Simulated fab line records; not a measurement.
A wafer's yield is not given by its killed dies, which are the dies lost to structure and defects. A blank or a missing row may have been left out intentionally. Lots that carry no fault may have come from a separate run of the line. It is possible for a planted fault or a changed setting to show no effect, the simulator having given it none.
Chamber matching | flow n5_finfet | N5_BEOL_M10_ETCH_62 on rie_diel-05 has 4 sister chambers
The step etches SOC in N2/H2, target depth 110 nm, overetch 22 nm, time 165 s. 14 wafers are shown with their chamber, then 7 later ones without.

## WAFERS PAIRED WITH THEIR CHAMBERS
wafer  | chamber | showerhead_plenum_p_Torr (Torr) | throttle_valve_pct (%) | rf_vpp_V (V)
L075.2 | 0       | 2.47                            | 17.57                  | 522.3
L075.4 | 3       | 2.70                            | 17.55                  | 527.8
L075.6 | 1       | 2.58                            | 17.52                  | 526.2
L076.1 | 3       | 2.69                            | 17.56                  | 528.6
L076.2 | 1       | 2.58                            | 17.53                  | 525.3
L076.4 | 2       | 2.46                            | 18.01                  | 520.4
L081.2 | 0       | 2.47                            | 17.59                  | 522.9
L081.3 | 1       | 2.58                            | 17.54                  | 526.3
L081.4 | 3       | 2.69                            | 17.55                  | 527.0
L083.1 | 3       | 2.69                            | 17.58                  | 527.9
L083.2 | 0       | 2.47                            | 17.57                  | 524.3
L083.3 | 1       | 2.58                            | 17.56                  | 524.9
L084.2 | 3       | 2.69                            | 17.57                  | 527.6
L084.4 | 2       | 2.45                            | 18.03                  | 520.1

SIGNATURES (averages over the wafers above)
reading                  | chamber 0 | chamber 1 | chamber 2 | chamber 3 | scatter within a chamber
showerhead_plenum_p_Torr | 2.4700    | 2.5800    | 2.4550    | 2.6920    | 0.00361
throttle_valve_pct       | 17.5767   | 17.5375   | 18.0200   | 17.5620   | 0.0142
rf_vpp_V                 | 523.167   | 525.675   | 520.250   | 527.780   | 0.699
Rule: a wafer's distance from a chamber is the root of the sum, over the readings, of the square of ((its reading less the chamber's mean) divided by the reading's scatter). If the next closest chamber is less than 2 further off than the closest, the wafer can't be placed; otherwise it belongs to the closest. The scatter is the square root of a quotient: the sum, over the shown wafers, of each reading's squared deviation from its chamber's mean, divided by wafers minus chambers.

## WAFERS WITH NO CHAMBER GIVEN
wafer  | showerhead_plenum_p_Torr (Torr) | throttle_valve_pct (%) | rf_vpp_V (V)
L084.5 | 2.47                            | 17.59                  | 521.7
L089.1 | 2.57                            | 17.58                  | 525.2
L089.5 | 2.57                            | 17.57                  | 524.8
L089.6 | 2.46                            | 17.60                  | 520.9
L096.1 | 2.67                            | 17.64                  | 527.8
L096.4 | 2.44                            | 18.08                  | 520.5
L096.5 | 2.45                            | 17.64                  | 521.0

## THE CHAMBER EACH PASSED THROUGH
wafer  | from the rows above | in truth
L084.5 | 0                   | 0
L089.1 | 1                   | 1
L089.5 | 1                   | 1
L089.6 | 0                   | 0
L096.1 | 3                   | 3
L096.4 | 2                   | 2
L096.5 | 0                   | 0
Correct placement for 7 of the 7. From these rows, 0 cannot be placed. Placed wrongly: 0.
